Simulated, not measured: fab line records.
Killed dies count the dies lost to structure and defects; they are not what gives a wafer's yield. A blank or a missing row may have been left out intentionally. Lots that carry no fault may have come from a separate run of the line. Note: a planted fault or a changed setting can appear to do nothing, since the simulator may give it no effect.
Chamber matching    flow nand harc    4 sister chambers for NHARC_A_STAIRCASE_TRIM_12 on rie diel-12
The step chemistry O2, time 211.2 s. 8 wafers are shown with their chamber, then 8 later ones without.

## WAFERS WITH THEIR CHAMBER
wafer   chamber  drypump motor current A (A)  showerhead plenum p Torr (Torr)
L074.2  3        5.9                          3.28
L079.5  1        6.6                          3.34
L081.3  0        6.3                          3.59
L081.5  1        6.6                          3.34
L087.1  0        6.4                          3.58
L087.4  2        5.4                          3.34
L087.6  2        5.4                          3.34
L092.2  3        5.9                          3.80

## WAFERS WHOSE CHAMBER IS MISSING
wafer   drypump motor current A (A)  showerhead plenum p Torr (Torr)
L092.3  6.6                          3.32
L092.4  5.4                          3.33
L091.2  5.4                          3.33
L091.4  6.3                          3.58
L091.6  5.4                          3.33
L096.1  5.4                          3.32
L096.3  6.6                          3.31
L096.5  5.8                          3.79

## WHICH CHAMBER EACH WENT THROUGH
wafer   from the rows above  in truth
L092.3  1                    1
L092.4  2                    2
L091.2  2                    2
L091.4  0                    0
L091.6  2                    2
L096.1  2                    2
L096.3  1                    1
L096.5  3                    3
Placed correctly: 8 of 8. Not placeable from these rows: 0. Number placed wrongly: 0.
How it was worked out, from the rows above alone: a wafer's distance from a chamber is the root of the sum, over the readings, of the square of ((its reading less the chamber's mean) divided by the reading's scatter). The wafer belongs to the nearest chamber; if the next one is less than 2 further off, it can't be placed. Each chamber's mean is taken over the wafers shown for it. The scatter is the square root of a quotient: the sum, over the shown wafers, of each reading's squared deviation from its chamber's mean, divided by wafers minus chambers.
